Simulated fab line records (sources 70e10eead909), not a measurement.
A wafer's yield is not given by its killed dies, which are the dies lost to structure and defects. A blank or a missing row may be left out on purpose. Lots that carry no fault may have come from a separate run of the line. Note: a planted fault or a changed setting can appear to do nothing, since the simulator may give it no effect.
Matching of chambers :: flow nand_harc :: NHARC_A_CONTACT_ETCH_31 on rie_diel-10 has 4 sister chambers
The step etches the open film in O2/COS, target depth 2800 nm, time 728 s. 14 wafers are shown with their chamber, then 7 later ones without.

== WAFERS PAIRED WITH THEIR CHAMBERS ==
wafer: L376.3
chamber: 1
run_length_s (s): 749.0
showerhead_plenum_p_Torr (Torr): 2.90
rf_vpp_V (V): 312.0

wafer: L376.4
chamber: 2
run_length_s (s): 750.1
showerhead_plenum_p_Torr (Torr): 3.16
rf_vpp_V (V): 317.0

wafer: L376.5
chamber: 1
run_length_s (s): 749.2
showerhead_plenum_p_Torr (Torr): 2.90
rf_vpp_V (V): 311.2

wafer: L379.1
chamber: 3
run_length_s (s): 749.9
showerhead_plenum_p_Torr (Torr): 3.13
rf_vpp_V (V): 314.1

wafer: L379.5
chamber: 3
run_length_s (s): 749.2
showerhead_plenum_p_Torr (Torr): 3.13
rf_vpp_V (V): 316.0

wafer: L379.6
chamber: 2
run_length_s (s): 749.5
showerhead_plenum_p_Torr (Torr): 3.16
rf_vpp_V (V): 315.3

wafer: L381.1
chamber: 1
run_length_s (s): 749.1
showerhead_plenum_p_Torr (Torr): 2.89
rf_vpp_V (V): 309.7

wafer: L381.4
chamber: 0
run_length_s (s): 748.9
showerhead_plenum_p_Torr (Torr): 3.26
rf_vpp_V (V): 316.7

wafer: L381.5
chamber: 2
run_length_s (s): 750.3
showerhead_plenum_p_Torr (Torr): 3.16
rf_vpp_V (V): 314.4

wafer: L384.3
chamber: 2
run_length_s (s): 749.8
showerhead_plenum_p_Torr (Torr): 3.16
rf_vpp_V (V): 313.8

wafer: L384.5
chamber: 3
run_length_s (s): 749.4
showerhead_plenum_p_Torr (Torr): 3.13
rf_vpp_V (V): 315.8

wafer: L384.6
chamber: 2
run_length_s (s): 749.7
showerhead_plenum_p_Torr (Torr): 3.16
rf_vpp_V (V): 315.0

wafer: L385.4
chamber: 1
run_length_s (s): 749.2
showerhead_plenum_p_Torr (Torr): 3.37
rf_vpp_V (V): 316.0

wafer: L385.5
chamber: 2
run_length_s (s): 750.0
showerhead_plenum_p_Torr (Torr): 3.15
rf_vpp_V (V): 313.8

SIGNATURES (means of the wafers above)
reading: run_length_s
chamber 0: 748.900
chamber 1: 749.125
chamber 2: 749.900
chamber 3: 749.500
scatter within a chamber: 0.266

reading: showerhead_plenum_p_Torr
chamber 0: 3.2600
chamber 1: 3.0150
chamber 2: 3.1583
chamber 3: 3.1300
scatter within a chamber: 0.13

reading: rf_vpp_V
chamber 0: 316.700
chamber 1: 312.225
chamber 2: 314.883
chamber 3: 315.300
scatter within a chamber: 1.77
Rule: distance of a wafer from a chamber = root of the sum over the readings of ((wafer's reading minus chamber's mean) / reading's scatter) squared. If the next closest chamber is less than 2 further off than the closest, the wafer can't be placed; otherwise it belongs to the closest. The scatter is the square root of a quotient: the sum, over the shown wafers, of each reading's squared deviation from its chamber's mean, divided by wafers minus chambers.

== WAFERS WHOSE CHAMBER IS MISSING ==
wafer: L385.6
run_length_s (s): 749.1
showerhead_plenum_p_Torr (Torr): 3.13
rf_vpp_V (V): 315.7

wafer: L388.1
run_length_s (s): 749.1
showerhead_plenum_p_Torr (Torr): 3.37
rf_vpp_V (V): 318.4

wafer: L388.2
run_length_s (s): 749.7
showerhead_plenum_p_Torr (Torr): 3.13
rf_vpp_V (V): 313.8

wafer: L388.5
run_length_s (s): 749.8
showerhead_plenum_p_Torr (Torr): 3.37
rf_vpp_V (V): 317.9

wafer: L398.1
run_length_s (s): 749.3
showerhead_plenum_p_Torr (Torr): 3.36
rf_vpp_V (V): 318.3

wafer: L398.5
run_length_s (s): 749.4
showerhead_plenum_p_Torr (Torr): 3.12
rf_vpp_V (V): 314.5

wafer: L398.6
run_length_s (s): 749.9
showerhead_plenum_p_Torr (Torr): 3.14
rf_vpp_V (V): 314.9

== WHICH CHAMBER EACH WENT THROUGH ==
wafer: L385.6
from the rows above: can't be placed: 0 or 3 or 1 or 2
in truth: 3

wafer: L388.1
from the rows above: can't be placed: 0 or 3
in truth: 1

wafer: L388.2
from the rows above: can't be placed: 2 or 3 or 1
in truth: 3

wafer: L388.5
from the rows above: can't be placed: 2 or 3 or 0
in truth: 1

wafer: L398.1
from the rows above: can't be placed: 0 or 3 or 2
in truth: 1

wafer: L398.5
from the rows above: can't be placed: 3 or 1 or 2 or 0
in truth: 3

wafer: L398.6
from the rows above: can't be placed: 2 or 3
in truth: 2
Correctly placed: 0 of 7. Not placeable from these rows: 7 (in 4, the candidates include the true chamber). 0 placed wrongly.
